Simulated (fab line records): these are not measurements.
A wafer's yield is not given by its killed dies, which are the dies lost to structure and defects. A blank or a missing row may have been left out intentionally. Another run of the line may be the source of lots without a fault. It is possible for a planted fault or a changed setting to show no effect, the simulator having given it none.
A lot that was struck, set against a sound lot :: flow n5-finfet :: 15 steps out of a route of 1938
Sound: these wafers, L986.2, L986.3, L986.6. Wafers struck: L987.1, L987.4, L987.5. The cause comes at the end.
Each step with rows lists, per side, the tool, then ch with its chambers, then its first start. Under that, the readings that differ: sound wafers :: struck wafers :: difference of the means :: sigmas: that difference in standard deviations of wafers without a fault.
alike: a reading whose means differ by less than 2 such deviations, as well as words and numbers matching on both sides. not compared: withheld readings; readings where some wafer has no value; bounds like >300 that might hide an equal value; numbers whose values overlap and for which the record gives no deviation.
The two part at a step that has a row with sigmas, a row that says differs or no value, or rows on one side only. Numbers that have no deviation but don't overlap get no sigmas and don't part them. A reading that every wafer of one side lacks parts them only if that side has two wafers or more.

first, 8 steps without rows for these wafers: N5_BEOL_M7_COAT_59 (time 60 s, resist thk 100 nm); N5_BEOL_M7_COAT_60 (time 60 s, resist thk 35 nm); N5_BEOL_M7_COAT_05 (resist thk 90 nm); N5_BEOL_M7_EBR_07; N5_BEOL_M7_SOFTBAKE_06 (time 60 s); N5_BEOL_M7_EXPOSE_08 (exposes mask M7); N5_BEOL_M7_PEB_09 (peb time 60 s); N5_BEOL_M7_DEVELOP_10 (develop time 30 s).
N5_BEOL_M7_CD_MEAS_11 targets a cd of 38.5 nm.
  sound on cd-sem-03 ch 0, day 11 12:41; struck on cd-sem-02 ch 0, day 11 21:19
  alike: cd-nm
N5_BEOL_M7_OVL_MEAS_12:
  sound on overlay-02 ch 0, day 11 12:43; struck on overlay-02 ch 0, day 11 21:20
  alike: M7_OVL
N5_BEOL_M7_INSPECT_13: inspects for defects (brightfield).
  struck on defect-inspect-01, day 11 21:22; sound on defect-inspect-01, day 11 12:44
  alike: raw-defect-count
N5_BEOL_M7_DESCUM_16: chemistry O2, time 7.9 s.
  sound on rie-diel-02 ch 0,1,2, day 11 12:47; struck on rie-diel-02 ch 1,2, day 11 21:25
  alike: drypump-motor-current-A, oes-product-au, rf-vpp-V, showerhead-plenum-p-Torr, throttle-valve-pct
  not compared: rf-hours-counter-h
N5_BEOL_M7_ETCH_61: etches SiARC in CF4, target depth 45.5 nm, time 75.8 s.
  sound on rie-diel-02 ch 0,1,2, day 11 12:49; struck on rie-diel-02 ch 1,2, day 11 21:27
reading: etch-rf-on-time-s (s)
sound: 79.3 80.3 77.9
struck: 65.2 66.3 65.5
difference: -13.5
sigmas: -7

reading: rf-fwd-power-W (W)
sound: 538.3 543.3 540.3
struck: 666.9 669.4 666.7
difference: +127.0
sigmas: +58

reading: rf-vpp-V (V)
sound: 184.4 185.3 184.7
struck: 173.2 171.1 171.4
difference: -12.9
sigmas: -10
  alike: drypump-motor-current-A, oes-product-au, showerhead-plenum-p-Torr, throttle-valve-pct
  not compared: rf-hours-counter-h
N5_BEOL_M7_ETCH_62: etches SOC in N2/H2, target depth 110 nm, overetch 22 nm, time 165 s.
  sound on rie-diel-02 ch 0,1,2, day 11 12:53; struck on rie-diel-02 ch 1,2, day 11 21:30
  alike: drypump-motor-current-A, oes-product-au, rf-fwd-power-W, rf-vpp-V, showerhead-plenum-p-Torr, throttle-valve-pct
  not compared: rf-hours-counter-h
following that, these wafers have no rows for 1 step: N5_PASSIVATION_PROBE_49.

== WHERE THEY PART ==
Only at N5_BEOL_M7_ETCH_61, within this record. Later steps at which nothing parts them and some readings are alike: N5_BEOL_M7_ETCH_62.

WHY: what had been put in by the simulator
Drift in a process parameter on rie-diel-02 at N5_BEOL_M7_ETCH_61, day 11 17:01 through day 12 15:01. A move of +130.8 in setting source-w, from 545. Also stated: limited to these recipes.
